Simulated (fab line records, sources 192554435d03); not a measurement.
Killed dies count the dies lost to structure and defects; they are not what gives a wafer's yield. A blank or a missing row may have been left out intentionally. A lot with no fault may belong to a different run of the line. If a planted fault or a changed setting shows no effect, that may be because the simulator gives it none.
Which tool was responsible? || flow n5-finfet || 11 lots, 32 wafers sampled, at 4 steps of a route of 1938

## WHAT THE GAUGES READ, wafer by wafer
The record lacks any reading of a measuring or inspecting step that a usual standard deviation could be used to judge.

## WHAT TOOL EACH LOT RAN ON (gives the tool, then ch and the chambers of the sampled wafers, and finally the start)
{"lot": "L935", "N5_PASSIVATION_PRE_CLEAN_19": "pvd-sputter-01, day 12 08:04", "N5_PASSIVATION_SPUTTER_20": "pvd-sputter-01, day 12 08:06", "N5_PASSIVATION_DESCUM_46": "rie-diel-05 ch 0,1,3, day 12 10:37", "N5_PASSIVATION_PROBE_49": "prober-02, day 12 13:43"}
{"lot": "L934", "N5_PASSIVATION_PRE_CLEAN_19": "pvd-sputter-02, day 12 13:08", "N5_PASSIVATION_SPUTTER_20": "pvd-sputter-02, day 12 13:11", "N5_PASSIVATION_DESCUM_46": "rie-diel-01 ch 0,1,2, day 12 16:20", "N5_PASSIVATION_PROBE_49": "prober-02, day 12 19:28"}
{"lot": "L937", "N5_PASSIVATION_PRE_CLEAN_19": "pvd-sputter-01, day 12 13:09", "N5_PASSIVATION_SPUTTER_20": "pvd-sputter-01, day 12 13:11", "N5_PASSIVATION_DESCUM_46": "rie-diel-03 ch 1,2,3, day 12 16:23", "N5_PASSIVATION_PROBE_49": "prober-02, day 12 19:46"}
{"lot": "L938", "N5_PASSIVATION_PRE_CLEAN_19": "pvd-sputter-02, day 12 18:14", "N5_PASSIVATION_SPUTTER_20": "pvd-sputter-02, day 12 18:16", "N5_PASSIVATION_DESCUM_46": "rie-diel-01 ch 0,3, day 12 20:53", "N5_PASSIVATION_PROBE_49": "prober-02, day 13 00:01"}
{"lot": "L939", "N5_PASSIVATION_PRE_CLEAN_19": "pvd-sputter-03, day 13 01:01", "N5_PASSIVATION_SPUTTER_20": "pvd-sputter-03, day 13 01:04", "N5_PASSIVATION_DESCUM_46": "rie-diel-05 ch 1,2,3, day 13 03:35", "N5_PASSIVATION_PROBE_49": "prober-02, day 13 06:38"}
{"lot": "L936", "N5_PASSIVATION_PRE_CLEAN_19": "pvd-sputter-02, day 13 06:28", "N5_PASSIVATION_SPUTTER_20": "pvd-sputter-02, day 13 06:30", "N5_PASSIVATION_DESCUM_46": "rie-diel-01 ch 1,2,3, day 13 09:14", "N5_PASSIVATION_PROBE_49": "prober-02, day 13 12:17"}
{"lot": "L948", "N5_PASSIVATION_PRE_CLEAN_19": "pvd-sputter-01, day 15 00:55", "N5_PASSIVATION_SPUTTER_20": "pvd-sputter-01, day 15 00:57", "N5_PASSIVATION_DESCUM_46": "rie-diel-03 ch 0,1,2, day 15 03:41", "N5_PASSIVATION_PROBE_49": "prober-01, day 15 06:44"}
{"lot": "L950", "N5_PASSIVATION_PRE_CLEAN_19": "pvd-sputter-03, day 16 01:59", "N5_PASSIVATION_SPUTTER_20": "pvd-sputter-03, day 16 02:02", "N5_PASSIVATION_DESCUM_46": "rie-diel-01 ch 0,2,3, day 16 04:48", "N5_PASSIVATION_PROBE_49": "prober-02, day 16 07:57"}
{"lot": "L953", "N5_PASSIVATION_PRE_CLEAN_19": "pvd-sputter-02, day 16 11:00", "N5_PASSIVATION_SPUTTER_20": "pvd-sputter-02, day 16 11:02", "N5_PASSIVATION_DESCUM_46": "rie-diel-05 ch 0,2, day 16 14:25", "N5_PASSIVATION_PROBE_49": "prober-02, day 16 17:33"}
{"lot": "L952", "N5_PASSIVATION_PRE_CLEAN_19": "pvd-sputter-03, day 16 15:35", "N5_PASSIVATION_SPUTTER_20": "pvd-sputter-03, day 16 15:38", "N5_PASSIVATION_DESCUM_46": "rie-diel-03 ch 0,3, day 16 19:19", "N5_PASSIVATION_PROBE_49": "prober-01, day 16 22:23"}
{"lot": "L954", "N5_PASSIVATION_PRE_CLEAN_19": "pvd-sputter-02, day 17 07:13", "N5_PASSIVATION_SPUTTER_20": "pvd-sputter-02, day 17 07:15", "N5_PASSIVATION_DESCUM_46": "rie-diel-03 ch 0,2,3, day 17 10:10", "N5_PASSIVATION_PROBE_49": "prober-01, day 17 13:16"}
- N5_PASSIVATION_PRE_CLEAN_19
- N5_PASSIVATION_SPUTTER_20: material TaN, target thk 50 nm.
- N5_PASSIVATION_DESCUM_46: chemistry O2, time 7.9 s.
- N5_PASSIVATION_PROBE_49

## AS READ BY THE TOOLS THEMSELVES (means over the sampled wafers that have a number; for cases with no such wafer, the mark the record gives instead)
N5_PASSIVATION_PRE_CLEAN_19. Usual: heater-power-w at 485 W, with a standard deviation of 44.
{"lot": "L935", "tool": "pvd-sputter-01", "heater-power-w (W)": 441, "flag": ""}
{"lot": "L934", "tool": "pvd-sputter-02", "heater-power-w (W)": 511, "flag": ""}
{"lot": "L937", "tool": "pvd-sputter-01", "heater-power-w (W)": 467, "flag": ""}
{"lot": "L938", "tool": "pvd-sputter-02", "heater-power-w (W)": 514, "flag": ""}
{"lot": "L939", "tool": "pvd-sputter-03", "heater-power-w (W)": 489, "flag": ""}
{"lot": "L936", "tool": "pvd-sputter-02", "heater-power-w (W)": 497, "flag": ""}
{"lot": "L948", "tool": "pvd-sputter-01", "heater-power-w (W)": 468, "flag": ""}
{"lot": "L950", "tool": "pvd-sputter-03", "heater-power-w (W)": 487, "flag": ""}
{"lot": "L953", "tool": "pvd-sputter-02", "heater-power-w (W)": 502, "flag": ""}
{"lot": "L952", "tool": "pvd-sputter-03", "heater-power-w (W)": 469, "flag": ""}
{"lot": "L954", "tool": "pvd-sputter-02", "heater-power-w (W)": 495, "flag": ""}

N5_PASSIVATION_SPUTTER_20. Usual: throttle-valve-pct at 30.0 %, with a standard deviation of 1.4.
{"lot": "L935", "tool": "pvd-sputter-01", "throttle-valve-pct (%)": 29.9, "flag": ""}
{"lot": "L934", "tool": "pvd-sputter-02", "throttle-valve-pct (%)": 30.0, "flag": ""}
{"lot": "L937", "tool": "pvd-sputter-01", "throttle-valve-pct (%)": 30.4, "flag": ""}
{"lot": "L938", "tool": "pvd-sputter-02", "throttle-valve-pct (%)": 30.0, "flag": ""}
{"lot": "L939", "tool": "pvd-sputter-03", "throttle-valve-pct (%)": 31.8, "flag": ""}
{"lot": "L936", "tool": "pvd-sputter-02", "throttle-valve-pct (%)": 30.0, "flag": ""}
{"lot": "L948", "tool": "pvd-sputter-01", "throttle-valve-pct (%)": 29.2, "flag": ""}
{"lot": "L950", "tool": "pvd-sputter-03", "throttle-valve-pct (%)": 31.7, "flag": ""}
{"lot": "L953", "tool": "pvd-sputter-02", "throttle-valve-pct (%)": 30.9, "flag": ""}
{"lot": "L952", "tool": "pvd-sputter-03", "throttle-valve-pct (%)": 30.6, "flag": ""}
{"lot": "L954", "tool": "pvd-sputter-02", "throttle-valve-pct (%)": 32.0, "flag": ""}

N5_PASSIVATION_DESCUM_46. Usual: drypump-motor-current-A 5.7 A, standard deviation 0.42; oes-product-au 0.81 a.u., standard deviation 0.081; rf-vpp-V 243.2 V, standard deviation 1.3; showerhead-plenum-p-Torr 2.10 Torr, standard deviation 0.068; throttle-valve-pct 20.36 %, standard deviation 0.23.
{"lot": "L935", "tool": "rie-diel-05", "drypump-motor-current-A (A)": 5.6, "oes-product-au (a.u.)": 0.72, "rf-vpp-V (V)": 243.1, "showerhead-plenum-p-Torr (Torr)": 2.10, "throttle-valve-pct (%)": 20.50, "flag": ""}
{"lot": "L934", "tool": "rie-diel-01", "drypump-motor-current-A (A)": 5.5, "oes-product-au (a.u.)": 0.87, "rf-vpp-V (V)": 242.5, "showerhead-plenum-p-Torr (Torr)": 2.06, "throttle-valve-pct (%)": 20.24, "flag": ""}
{"lot": "L937", "tool": "rie-diel-03", "drypump-motor-current-A (A)": 6.1, "oes-product-au (a.u.)": 0.82, "rf-vpp-V (V)": 242.7, "showerhead-plenum-p-Torr (Torr)": 2.09, "throttle-valve-pct (%)": 20.46, "flag": ""}
{"lot": "L938", "tool": "rie-diel-01", "drypump-motor-current-A (A)": 5.1, "oes-product-au (a.u.)": 0.81, "rf-vpp-V (V)": 241.2, "showerhead-plenum-p-Torr (Torr)": 2.04, "throttle-valve-pct (%)": 20.50, "flag": ""}
{"lot": "L939", "tool": "rie-diel-05", "drypump-motor-current-A (A)": 5.7, "oes-product-au (a.u.)": 0.78, "rf-vpp-V (V)": 243.8, "showerhead-plenum-p-Torr (Torr)": 2.07, "throttle-valve-pct (%)": 20.48, "flag": ""}
{"lot": "L936", "tool": "rie-diel-01", "drypump-motor-current-A (A)": 5.5, "oes-product-au (a.u.)": 0.87, "rf-vpp-V (V)": 242.6, "showerhead-plenum-p-Torr (Torr)": 2.06, "throttle-valve-pct (%)": 20.36, "flag": ""}
{"lot": "L948", "tool": "rie-diel-03", "drypump-motor-current-A (A)": 6.0, "oes-product-au (a.u.)": 0.85, "rf-vpp-V (V)": 242.4, "showerhead-plenum-p-Torr (Torr)": 2.10, "throttle-valve-pct (%)": 20.34, "flag": ""}
{"lot": "L950", "tool": "rie-diel-01", "drypump-motor-current-A (A)": 5.4, "oes-product-au (a.u.)": 0.82, "rf-vpp-V (V)": 242.5, "showerhead-plenum-p-Torr (Torr)": 2.03, "throttle-valve-pct (%)": 20.50, "flag": ""}
{"lot": "L953", "tool": "rie-diel-05", "drypump-motor-current-A (A)": 5.9, "oes-product-au (a.u.)": 0.80, "rf-vpp-V (V)": 245.0, "showerhead-plenum-p-Torr (Torr)": 2.15, "throttle-valve-pct (%)": 20.20, "flag": ""}
{"lot": "L952", "tool": "rie-diel-03", "drypump-motor-current-A (A)": 5.5, "oes-product-au (a.u.)": 0.84, "rf-vpp-V (V)": 244.6, "showerhead-plenum-p-Torr (Torr)": 2.20, "throttle-valve-pct (%)": 20.16, "flag": ""}
{"lot": "L954", "tool": "rie-diel-03", "drypump-motor-current-A (A)": 5.7, "oes-product-au (a.u.)": 0.81, "rf-vpp-V (V)": 243.9, "showerhead-plenum-p-Torr (Torr)": 2.14, "throttle-valve-pct (%)": 20.35, "flag": ""}

N5_PASSIVATION_PROBE_49. Usual: defect-limited-yield 91.5 %, standard deviation 1.4; killed_at_M0_to_M3 32, standard deviation 9.7; killed_at_M4_up 14, standard deviation 5.3; killed-at-contacts 11, standard deviation 6; killed-at-front-end 39, standard deviation 14; killed-at-other 3.3, standard deviation 2.7; killed-dies 100, standard deviation 17; killed-open 66, standard deviation 13; killed-short 32, standard deviation 7.4; sort_bin_4_leakage 0.02 %, standard deviation 0.16; sort_bin_5_function 4.9 %, standard deviation 0.9; sort_bin_6_memory 3.2 %, standard deviation 0.72; sort_bin_8_speed 0.00 %, standard deviation 0.0071; sort-n-pass 1080, standard deviation 17; sort-yield-pct 91.5 %, standard deviation 1.4.
{"lot": "L935", "tool": "prober-02", "defect-limited-yield (%)": 92.5, "killed_at_M0_to_M3": 37, "killed_at_M4_up": 11, "killed-at-contacts": 10, "killed-at-front-end": 28, "killed-at-other": 2.3, "killed-dies": 88, "killed-open": 59, "killed-short": 29, "sort_bin_4_leakage (%)": 0.00, "sort_bin_5_function (%)": 4.6, "sort_bin_6_memory (%)": 2.5, "sort_bin_8_speed (%)": 0.00, "sort-n-pass": 1092, "sort-yield-pct (%)": 92.5, "flag": ""}
{"lot": "L934", "tool": "prober-02", "defect-limited-yield (%)": 92.7, "killed_at_M0_to_M3": 36, "killed_at_M4_up": 14, "killed-at-contacts": 6, "killed-at-front-end": 24, "killed-at-other": 5.3, "killed-dies": 85, "killed-open": 55, "killed-short": 31, "sort_bin_4_leakage (%)": 0.00, "sort_bin_5_function (%)": 4.2, "sort_bin_6_memory (%)": 2.7, "sort_bin_8_speed (%)": 0.00, "sort-n-pass": 1095, "sort-yield-pct (%)": 92.7, "flag": ""}
{"lot": "L937", "tool": "prober-02", "defect-limited-yield (%)": 92.5, "killed_at_M0_to_M3": 27, "killed_at_M4_up": 14, "killed-at-contacts": 7, "killed-at-front-end": 31, "killed-at-other": 8.7, "killed-dies": 89, "killed-open": 55, "killed-short": 32, "sort_bin_4_leakage (%)": 0.00, "sort_bin_5_function (%)": 4.7, "sort_bin_6_memory (%)": 2.4, "sort_bin_8_speed (%)": 0.00, "sort-n-pass": 1091, "sort-yield-pct (%)": 92.5, "flag": ""}
{"lot": "L938", "tool": "prober-02", "defect-limited-yield (%)": 90.4, "killed_at_M0_to_M3": 40, "killed_at_M4_up": 13, "killed-at-contacts": 8, "killed-at-front-end": 49, "killed-at-other": 2.3, "killed-dies": 113, "killed-open": 72, "killed-short": 39, "sort_bin_4_leakage (%)": 0.00, "sort_bin_5_function (%)": 5.7, "sort_bin_6_memory (%)": 3.5, "sort_bin_8_speed (%)": 0.00, "sort-n-pass": 1067, "sort-yield-pct (%)": 90.4, "flag": ""}
{"lot": "L939", "tool": "prober-02", "defect-limited-yield (%)": 90.7, "killed_at_M0_to_M3": 36, "killed_at_M4_up": 12, "killed-at-contacts": 14, "killed-at-front-end": 45, "killed-at-other": 4.0, "killed-dies": 110, "killed-open": 71, "killed-short": 40, "sort_bin_4_leakage (%)": 0.00, "sort_bin_5_function (%)": 5.7, "sort_bin_6_memory (%)": 3.5, "sort_bin_8_speed (%)": 0.00, "sort-n-pass": 1070, "sort-yield-pct (%)": 90.7, "flag": ""}
{"lot": "L936", "tool": "prober-02", "defect-limited-yield (%)": 91.1, "killed_at_M0_to_M3": 34, "killed_at_M4_up": 15, "killed-at-contacts": 17, "killed-at-front-end": 34, "killed-at-other": 4.7, "killed-dies": 105, "killed-open": 72, "killed-short": 33, "sort_bin_4_leakage (%)": 0.00, "sort_bin_5_function (%)": 4.8, "sort_bin_6_memory (%)": 3.9, "sort_bin_8_speed (%)": 0.03, "sort-n-pass": 1075, "sort-yield-pct (%)": 91.1, "flag": "OFF"}
{"lot": "L948", "tool": "prober-01", "defect-limited-yield (%)": 89.0, "killed_at_M0_to_M3": 27, "killed_at_M4_up": 19, "killed-at-contacts": 13, "killed-at-front-end": 37, "killed-at-other": 34.7, "killed-dies": 130, "killed-open": 69, "killed-short": 28, "sort_bin_4_leakage (%)": 0.00, "sort_bin_5_function (%)": 7.0, "sort_bin_6_memory (%)": 3.5, "sort_bin_8_speed (%)": 0.00, "sort-n-pass": 1050, "sort-yield-pct (%)": 89.0, "flag": "OFF"}
{"lot": "L950", "tool": "prober-02", "defect-limited-yield (%)": 93.2, "killed_at_M0_to_M3": 28, "killed_at_M4_up": 8, "killed-at-contacts": 10, "killed-at-front-end": 33, "killed-at-other": 1.0, "killed-dies": 80, "killed-open": 51, "killed-short": 26, "sort_bin_4_leakage (%)": 0.00, "sort_bin_5_function (%)": 3.7, "sort_bin_6_memory (%)": 2.5, "sort_bin_8_speed (%)": 0.00, "sort-n-pass": 1100, "sort-yield-pct (%)": 93.2, "flag": ""}
{"lot": "L953", "tool": "prober-02", "defect-limited-yield (%)": 90.2, "killed_at_M0_to_M3": 25, "killed_at_M4_up": 8, "killed-at-contacts": 26, "killed-at-front-end": 56, "killed-at-other": 1.0, "killed-dies": 116, "killed-open": 80, "killed-short": 36, "sort_bin_4_leakage (%)": 0.00, "sort_bin_5_function (%)": 5.8, "sort_bin_6_memory (%)": 3.5, "sort_bin_8_speed (%)": 0.00, "sort-n-pass": 1064, "sort-yield-pct (%)": 90.2, "flag": ""}
{"lot": "L952", "tool": "prober-01", "defect-limited-yield (%)": 89.9, "killed_at_M0_to_M3": 34, "killed_at_M4_up": 13, "killed-at-contacts": 14, "killed-at-front-end": 56, "killed-at-other": 2.3, "killed-dies": 119, "killed-open": 82, "killed-short": 36, "sort_bin_4_leakage (%)": 0.03, "sort_bin_5_function (%)": 5.8, "sort_bin_6_memory (%)": 4.1, "sort_bin_8_speed (%)": 0.00, "sort-n-pass": 1060, "sort-yield-pct (%)": 89.8, "flag": ""}
{"lot": "L954", "tool": "prober-01", "defect-limited-yield (%)": 91.3, "killed_at_M0_to_M3": 27, "killed_at_M4_up": 15, "killed-at-contacts": 7, "killed-at-front-end": 47, "killed-at-other": 6.3, "killed-dies": 103, "killed-open": 71, "killed-short": 30, "sort_bin_4_leakage (%)": 0.42, "sort_bin_5_function (%)": 4.9, "sort_bin_6_memory (%)": 3.6, "sort_bin_8_speed (%)": 0.00, "sort-n-pass": 1072, "sort-yield-pct (%)": 90.9, "flag": ""}

## THE ANSWER, worked out from the rows above alone
Rule: lot off if the mean of its wafers having a number is beyond 3 standard deviations from the usual mean. A lot without any number at a reading at which 4 lots or more have one is off too. The other lots that the step has rows for count as sound. After the gauges, taken in route order, come the tools' own readings; for these a lot's mean is taken, as printed above. The first step at which some lot is off is used, and at that step the reading that is off furthest; a lot without a number counts as furthest.
Off, at N5_PASSIVATION_PROBE_49 on killed-at-other: L948.
A tool fits if, at that step or a process step before it, it ran every lot that is off, and no sound lot after the first of them. One fits: N5_PASSIVATION_PRE_CLEAN_19 and N5_PASSIVATION_SPUTTER_20 on pvd-sputter-01. At N5_PASSIVATION_PRE_CLEAN_19 its last sound lot is L937 (day 12 13:09), its first lot that is off L948 (day 15 00:55): a fault that began between those two fits.

## WHAT THE SIMULATOR HAD INSERTED
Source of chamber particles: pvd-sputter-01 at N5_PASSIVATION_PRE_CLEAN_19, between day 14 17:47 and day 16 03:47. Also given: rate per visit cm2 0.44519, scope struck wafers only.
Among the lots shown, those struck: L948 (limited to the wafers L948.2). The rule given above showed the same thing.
